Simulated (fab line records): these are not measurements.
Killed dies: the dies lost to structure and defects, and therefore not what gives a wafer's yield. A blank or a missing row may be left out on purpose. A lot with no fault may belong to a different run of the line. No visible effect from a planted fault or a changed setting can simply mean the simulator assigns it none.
fab line records | flow nand-harc
record: lots: 15 wafers: 45 last-day: 34
route steps=1302 shown A_STAIRCASE@675
lots that met no fault: from a run of the same line without faults
start-h: hours from the record's opening day to when the first of the lot's shown wafers began | wait-h: hours elapsed since this lot's preceding step | " same as the row above | L1.1+2: a single row standing in for several wafers | - value missing, or start not given | * or withheld: withheld | < > ~ a bound
route shown NAME@n: NAME is a module with steps in the file, n the number in the route of the first one | usual: mean/standard deviation of fault-free wafers | same: alike in all rows | chamber/n: place in a boat | sites: the reading at each site | _std_site: the standard deviation of these | _edge_site: mean of outer sites minus mean of inner sites | radius-mm: how far each site lies from the wafer's centre | mask NAME#n: copy n | behind: tool/chamber where the wafer was last shaped | hold: cause of the lot's hold/its duration in hours/its outcome | device: which transistor (n, p or np) failed to switch | end of line: the route-end tests of the same wafers | for a step that has no rows: nothing shown but its recipe | killed: dies that structure and defects cost at the first sort, which is not the same as the wafer's yield | map: shows each die of a wafer: x if killed, . if not, _ if none is there
set.NAME: setting as actually run; set.NAME@STEP: the setting as run at that earlier step | model.NAME: the simulator's own value behind a step, which no gauge read
steps of the route over a sample of lots; a table a step, a row a wafer
services: when a tool's chamber went out of use (start-h, in hours from the record's first day, below 0 if earlier), for how many hours, and the reason
== steps ==
step: NHARC_A_STAIRCASE_ETCH_19
recipe: target-depth-a: 1000 time-s: 40.5 ion-energy-ev: 400 c4f8-flow-sccm: 20 o2-flow-sccm: 10 ar-flow-sccm: withheld rf-w: 600 bias-w: 1000 chemistry: C4F8/O2
usual: oes-product-au: 0.947/0.02 rf-vpp-V: 897/6.4
columns lot.wafer tool chamber start-h wait-h oes-product-au rf-hours-counter-h rf-vpp-V
L334.2 rie-diel-05 3 - - 0.945 42 887
L334.1 " 0 " " 0.938 41 892
L334.5 " 3 " " 0.960 - 887
L333.1 rie-diel-11 2 - - 0.914 26 903
L333.3 " 0 " " 0.938 30 901
L333.6 " 2 " " 0.915 - 904
L338.3 rie-diel-05 2 - - 0.945 55 888
L338.5 " 0 " " 0.964 - 891
L338.6 " 1 " " 0.941 - 903
L340.1 rie-diel-05 3 - - 0.964 1 889
L340.2 " 0 " " 0.964 1 891
L340.5 " 3 " " 0.965 - 888
L339.1 rie-diel-11 2 420.09 - 0.982 48 904
L339.4 " 3 " " 1.017 53 898
L339.6 " 0 " " 0.998 - 900
L341.2 rie-diel-10 3 - - 0.944 1 907
L341.3 " 0 " " 0.943 1 895
L341.5 " 1 " " 0.929 - 897
L347.4 rie-diel-05 1 - - 0.935 27 903
L347.5 " 0 " " 0.963 - 890
L347.6 " 1 " " 0.934 - 903
L349.3 rie-diel-05 1 - - 0.933 27 902
L349.6 " 0 " " 0.973 - 892
L349.5 " 1 " " 0.955 - 902
L346.1 rie-diel-11 0 - - 0.923 19 900
L346.3 " 1 " " 0.921 18 905
L346.6 " 1 " " 0.914 - 906
L348.4 rie-diel-11 0 - - 0.928 20 901
L348.2 " 1 " " 0.914 19 905
L348.5 " 0 " " 0.931 - 900
L351.4 rie-diel-05 1 - - 0.950 33 903
L351.1 " 3 " " 0.963 27 888
L351.3 " 0 " " 0.970 33 892
L350.1 rie-diel-11 1 - - 0.926 28 904
L350.2 " 3 " " 0.962 27 894
L350.5 " 1 " " 0.925 - 904
L352.2 rie-diel-11 0 - - 0.942 35 901
L352.1 " 1 " " 0.929 37 903
L352.6 " 2 " " 0.938 - 904
L353.2 rie-diel-05 2 - - 0.950 46 888
L353.3 " 0 " " 0.979 43 890
L353.4 " 1 " " 0.942 42 903
L356.1 rie-diel-10 3 - - 0.937 58 905
L356.3 " 0 " " 0.919 50 893
L356.5 " 0 " " 0.918 - 895
step: NHARC_A_STAIRCASE_TRIM_22
recipe: time-s: 211.2 o2-flow-sccm: 500 ar-flow-sccm: 0 bias-w: 0 chemistry: O2
usual: drypump-motor-current-A: 5.9/0.36 oes-product-au: 1.004/0.017 rf-vpp-V: 57.8/0.91 showerhead-plenum-p-Torr: 3.53/0.18 throttle-valve-pct: 17.037/0.0087
columns lot.wafer tool chamber start-h wait-h drypump-motor-current-A oes-product-au rf-hours-counter-h rf-vpp-V showerhead-plenum-p-Torr throttle-valve-pct
L334.2 rie-diel-11 1 - - 5.5 1.016 25 58.1 3.79 17.040
L334.1 " 2 " " 6.1 0.981 26 58.6 3.76 17.024
L334.5 " 0 " " 5.7 1.005 - 58.1 3.69 17.038
L333.3 rie-diel-11 3 - - 6.1 1.012 31 56.8 3.53 17.035
L333.1 " 0 " " 5.6 0.993 30 57.5 3.69 17.054
L333.6 " 2 " " 6.1 0.974 - 57.8 3.76 17.033
L338.3 rie-diel-05 3 - - 5.9 1.007 52 57.0 3.31 17.026
L338.6 " 3 " " 5.9 1.010 - 55.7 3.31 17.047
L338.5 " 0 " " 6.7 0.999 - 58.8 3.41 17.038
L340.1 rie-diel-05 3 - - 5.9 1.027 1 58.1 3.31 17.027
L340.2 " 0 " " 6.6 1.025 1 57.1 3.41 17.046
L340.5 " 3 " " 5.9 1.024 - 57.7 3.31 17.020
L339.1 rie-diel-05 2 - - 6.2 1.012 2 58.3 3.33 17.036
L339.4 " 1 " " 6.1 1.011 1 58.6 3.74 17.046
L339.6 " 3 " " 5.9 1.028 - 55.8 3.31 17.038
L341.2 rie-diel-11 3 - - 6.1 1.017 59 57.5 3.52 17.028
L341.3 " 1 " " 5.5 1.006 54 57.1 3.78 17.045
L341.5 " 3 " " 6.0 1.016 - 56.6 3.52 17.044
L347.4 rie-diel-10 1 - - 5.2 0.993 17 57.6 3.57 17.033
L347.6 " 0 " " 5.7 1.003 - 57.3 3.49 17.044
L347.5 " 1 " " 5.2 1.000 - 56.4 3.57 17.054
L349.3 rie-diel-05 1 - - 6.1 1.017 27 57.4 3.73 17.046
L349.5 " 1 " " 6.1 1.000 - 58.0 3.73 17.026
L349.6 " 2 " " 6.2 1.005 - 57.0 3.32 17.036
L346.3 rie-diel-05 2 - - 6.1 1.007 28 56.7 3.32 17.036
L346.1 " 0 " " 6.6 1.035 27 58.4 3.40 17.038
L346.6 " 3 " " 5.9 1.015 - 59.0 3.30 17.038
L348.4 rie-diel-10 1 - - 5.2 0.995 18 58.3 3.57 17.034
L348.2 " 2 " " 5.7 0.990 33 57.4 3.47 17.029
L348.5 " 1 " " 5.2 0.980 - 58.6 3.57 17.029
L351.4 rie-diel-05 3 - - 5.9 1.021 29 57.3 3.29 17.034
L351.1 " 1 " " 6.1 1.004 34 58.6 3.72 17.032
L351.3 " 2 " " 6.1 1.011 36 58.3 3.31 17.046
L350.2 rie-diel-11 1 - - 5.5 0.970 28 59.1 3.76 17.041
L350.1 " 0 " " 5.6 0.983 25 57.2 3.66 17.032
L350.5 " 1 " " 5.5 0.979 - 58.4 3.76 17.021
L352.2 rie-diel-11 1 - - 5.5 0.979 37 58.5 3.76 17.034
L352.1 " 3 " " 6.1 1.022 36 57.3 3.50 17.032
L352.6 " 2 " " 6.2 0.985 - 59.0 3.73 17.051
L353.2 rie-diel-05 3 - - 5.9 1.021 39 56.6 3.29 17.051
L353.4 " 0 " " 6.7 1.019 43 57.1 3.39 17.047
L353.3 " 1 " " 6.1 0.989 42 58.6 3.72 17.039
L356.1 rie-diel-05 2 - - 6.1 1.008 56 56.8 3.30 17.029
L356.3 " 0 " " 6.6 1.027 51 57.8 3.38 17.025
L356.5 " 2 " " 6.1 1.009 - 58.6 3.30 17.052
step: NHARC_A_STAIRCASE_PEB_182
recipe: peb-temp-c: 115 peb-time-s: 130
usual: chill-plate-temp-C: 23.01/0.11 exhaust-pa: 45.1/0.85
columns lot.wafer tool chamber start-h wait-h chill-plate-temp-C exhaust-pa
L334.1 litho-track-02 0 359.18 0.1 23.11 44.8
L334.2 " 0 " " 23.21 46.2
L334.5 " 0 " " 23.07 45.9
L333.1 litho-track-03 0 359.61 0.1 22.77 44.6
L333.3 " 0 " " 22.90 45.9
L333.6 " 0 " " 22.87 45.2
L338.3 litho-track-03 0 409.55 0.1 23.07 46.7
L338.5 " 0 " " 23.09 45.6
L338.6 " 0 " " 23.02 45.6
L340.1 litho-track-07 - 422.38 0.1 - -
L340.2 " - " " - -
L340.5 " - " " - -
L339.1 litho-track-03 - 422.72 0.1 - -
L339.4 " - " " - -
L339.6 " - " " - -
L341.2 litho-track-03 - 434.70 0.1 - -
L341.3 " - " " - -
L341.5 " - " " - -
L347.4 litho-track-02 0 511.39 0.0 23.05 44.4
L347.5 " 0 " " 23.19 45.8
L347.6 " 0 " " 23.09 44.2
L349.3 litho-track-03 0 511.55 0.1 22.93 45.6
L349.5 " 0 " " 23.05 44.1
L349.6 " 0 " " 22.86 44.5
L346.1 litho-track-03 0 512.70 0.1 22.97 44.4
L346.3 " 0 " " 22.90 46.2
L346.6 " 0 " " 23.01 45.6
L348.2 litho-track-02 0 514.93 0.1 22.96 44.9
L348.4 " 0 " " 23.21 43.6
L348.5 " 0 " " 23.06 45.3
L351.1 litho-track-07 0 528.76 0.1 23.01 46.0
L351.3 " 0 " " 23.03 47.1
L351.4 " 0 " " 23.09 45.8
L350.1 litho-track-07 0 530.58 0.1 22.96 44.4
L350.2 " 0 " " 22.85 45.1
L350.5 " 0 " " 22.95 44.4
L352.1 litho-track-02 0 554.53 0.1 22.93 44.9
L352.2 " 0 " " 23.15 43.9
L352.6 " 0 " " 23.03 45.4
L353.2 litho-track-02 0 555.28 0.1 22.99 44.4
L353.3 " 0 " " 23.04 42.9
L353.4 " 0 " " 22.76 44.0
L356.1 litho-track-07 0 584.85 0.1 23.04 45.9
L356.3 " 0 " " 22.96 46.0
L356.5 " 0 " " 22.93 45.7
step: NHARC_A_STAIRCASE_ETCH_188
recipe: target-depth-a: 1000 time-s: 40.5 ion-energy-ev: 400 c4f8-flow-sccm: 20 o2-flow-sccm: 10 ar-flow-sccm: withheld rf-w: 600 bias-w: 1000 chemistry: C4F8/O2
usual: oes-product-au: 0.948/0.021 rf-vpp-V: 896/6.2
columns lot.wafer tool chamber start-h wait-h oes-product-au rf-hours-counter-h rf-vpp-V
L334.1 rie-diel-10 3 - - 0.957 31 887
L334.2 " 0 " " 0.959 33 896
L334.5 " 2 " " 0.977 - 895
L333.1 rie-diel-10 1 - - 0.930 37 898
L333.3 " 0 " " 0.936 33 896
L333.6 " 2 " " 0.948 - 896
L338.3 rie-diel-10 3 - - 0.935 45 887
L338.5 " 2 " " 0.955 - 894
L338.6 " 3 " " 0.933 - 887
L340.1 rie-diel-11 0 - - 0.941 55 903
L340.2 " 2 " " 0.925 48 904
L340.5 " 0 " " 0.936 - 902
L339.1 rie-diel-05 2 - - 0.946 3 890
L339.6 " 2 " " 0.947 - 890
L339.4 " 0 " " 0.959 - 892
L341.3 rie-diel-05 3 - - 1.028 2 888
L341.2 " 2 " " 0.952 5 889
L341.5 " 3 " " 1.029 - 887
L347.4 rie-diel-05 3 - - 0.977 20 888
L347.5 " 2 " " 0.973 - 887
L347.6 " 3 " " 0.966 - 887
L349.3 rie-diel-11 2 - - 0.911 19 902
L349.5 " 1 " " 0.917 - 905
L349.6 " 2 " " 0.931 - 904
L346.1 rie-diel-11 0 - - 0.917 20 901
L346.3 " 2 " " 0.907 19 904
L346.6 " 0 " " 0.910 - 902
L348.4 rie-diel-10 3 - - 0.944 35 906
L348.2 " 0 " " 0.921 30 894
L348.5 " 2 " " 0.951 - 894
L351.3 rie-diel-10 0 - - 0.922 35 895
L351.4 " 1 " " 0.917 23 896
L351.1 " 2 " " 0.917 41 893
L350.1 rie-diel-05 0 - - 0.979 37 891
L350.2 " 3 " " 0.977 31 888
L350.5 " 0 " " 0.976 - 891
L352.2 rie-diel-05 0 - - 0.958 44 892
L352.1 " 1 " " 0.946 42 903
L352.6 " 1 " " 0.960 - 902
L353.3 rie-diel-10 2 - - 0.967 52 893
L353.2 " 0 " " 0.939 44 895
L353.4 " 1 " " 0.947 32 899
L356.1 rie-diel-05 2 - - 0.939 56 886
L356.3 " 0 " " 0.984 52 891
L356.5 " 1 " " 0.935 - 901
== services ==
columns tool chamber start-h hours kind
rie-diel-05 0 338.44 - clean
rie-diel-05 1 338.44 - clean
rie-diel-05 2 338.44 - clean
rie-diel-05 3 338.44 - clean
rie-diel-05 0 363.34 - clean
rie-diel-05 1 363.34 - clean
rie-diel-05 2 363.34 - clean
rie-diel-05 3 363.34 - clean
rie-diel-05 0 388.26 - clean
rie-diel-05 1 388.26 - clean
rie-diel-05 2 388.26 - clean
rie-diel-05 3 388.26 - clean
litho-track-02 - 402.01 7.0 pm
rie-diel-05 - 408.41 9.0 pm
rie-diel-05 0 408.41 9.0 vent-cycle
rie-diel-05 1 408.41 9.0 vent-cycle
rie-diel-11 - 416.68 0.2 repair
rie-diel-10 - 419.84 9.0 pm
litho-track-07 - 426.00 7.0 pm
rie-diel-10 1 432.20 13.8 repair
rie-diel-11 - 432.57 9.0 pm
litho-track-03 - 450.00 7.0 pm
rie-diel-11 0 520.39 3.2 repair
litho-track-02 - 577.01 7.0 pm
== key ==
first-sign: step: NHARC_A_STAIRCASE_PEB_182 reading: tool-record direction: missing
effect none on later readings
met-at NHARC_A_STAIRCASE_PEB_182
struck-lots L339,L340,L341
later-rows-left-out L339.1,L339.4,L339.6,L340.1,L340.2,L340.5,L341.2,L341.3,L341.5
sort-left-out L339.1,L339.4,L339.6,L340.1,L340.2,L340.5,L341.2,L341.3,L341.5
tester-left-out L339,L340,L341
not-acting-at NHARC_A_STAIRCASE_ETCH_19,NHARC_A_STAIRCASE_TRIM_22,NHARC_A_STAIRCASE_ETCH_188
onset-between 409.55 422.38
fault: kind: skipped-step-whole tool: litho-track-03,litho-track-07 chamber: - onset-h: 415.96 steps: NHARC_A_STAIRCASE_PEB_182 scope: struck-lots-only
tester-left-out: of these lots the tester's yield and bins aren't shown, on N5 and GAA mostly nor the transistor test; their killed dies are dies lost to structure and defects alone, not to doping, threshold or leakage, so they don't give the yield
sort-left-out: the simulated sort isn't trusted on such a fault, so these wafers' sort isn't shown, and their yield isn't known
later-rows-left-out: the simulator's readings of these wafers behind a module that went badly wrong aren't trusted and aren't shown, but for the sort
